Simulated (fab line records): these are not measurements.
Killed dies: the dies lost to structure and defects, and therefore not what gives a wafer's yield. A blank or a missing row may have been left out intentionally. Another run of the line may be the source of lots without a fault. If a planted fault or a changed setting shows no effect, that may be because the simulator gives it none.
Chamber matching / flow n5 finfet / rie diel-04 running N5_PASSIVATION_DESCUM_46: 4 sister chambers
The step chemistry O2, time 7.9 s. 7 wafers are shown with their chamber, then 7 later ones without.

== WAFERS WITH THEIR CHAMBER ==
wafer=L695.2; chamber=3; throttle valve pct (%)=20.18; showerhead plenum p Torr (Torr)=2.14
wafer=L695.4; chamber=3; throttle valve pct (%)=20.18; showerhead plenum p Torr (Torr)=2.15
wafer=L694.4; chamber=1; throttle valve pct (%)=20.95; showerhead plenum p Torr (Torr)=2.16
wafer=L696.5; chamber=1; throttle valve pct (%)=20.96; showerhead plenum p Torr (Torr)=2.16
wafer=L696.6; chamber=0; throttle valve pct (%)=20.10; showerhead plenum p Torr (Torr)=2.14
wafer=L700.2; chamber=0; throttle valve pct (%)=20.13; showerhead plenum p Torr (Torr)=2.13
wafer=L700.3; chamber=2; throttle valve pct (%)=20.31; showerhead plenum p Torr (Torr)=2.07

== WAFERS WITHOUT THEIR CHAMBER ==
wafer=L700.5; throttle valve pct (%)=20.32; showerhead plenum p Torr (Torr)=2.07
wafer=L703.2; throttle valve pct (%)=20.32; showerhead plenum p Torr (Torr)=2.07
wafer=L703.3; throttle valve pct (%)=20.68; showerhead plenum p Torr (Torr)=2.16
wafer=L703.5; throttle valve pct (%)=20.32; showerhead plenum p Torr (Torr)=2.07
wafer=L709.2; throttle valve pct (%)=20.70; showerhead plenum p Torr (Torr)=2.15
wafer=L709.3; throttle valve pct (%)=20.24; showerhead plenum p Torr (Torr)=2.13
wafer=L709.6; throttle valve pct (%)=20.16; showerhead plenum p Torr (Torr)=2.12

== EACH ONE'S CHAMBER ==
wafer=L700.5; from the rows above=2; in truth=2
wafer=L703.2; from the rows above=2; in truth=2
wafer=L703.3; from the rows above=1; in truth=1
wafer=L703.5; from the rows above=2; in truth=2
wafer=L709.2; from the rows above=1; in truth=1
wafer=L709.3; from the rows above=3; in truth=3
wafer=L709.6; from the rows above=can't be placed: 0 or 3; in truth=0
Correctly placed: 6 of 7. Can't be placed from these rows: 1 (the true chamber is among the candidates in 1). Placed wrongly: 0.
How it was worked out, from the rows above alone: a wafer's distance from a chamber is the root of the sum, over the readings, of the square of ((its reading less the chamber's mean) divided by the reading's scatter). If the next closest chamber is less than 2 further off than the closest, the wafer can't be placed; otherwise it belongs to the closest. Each chamber's mean is taken over the wafers shown for it. How the scatter is found: for the shown wafers, subtract from each reading the mean of its chamber, square and add these, divide the total by (wafers less chambers), then take the root.
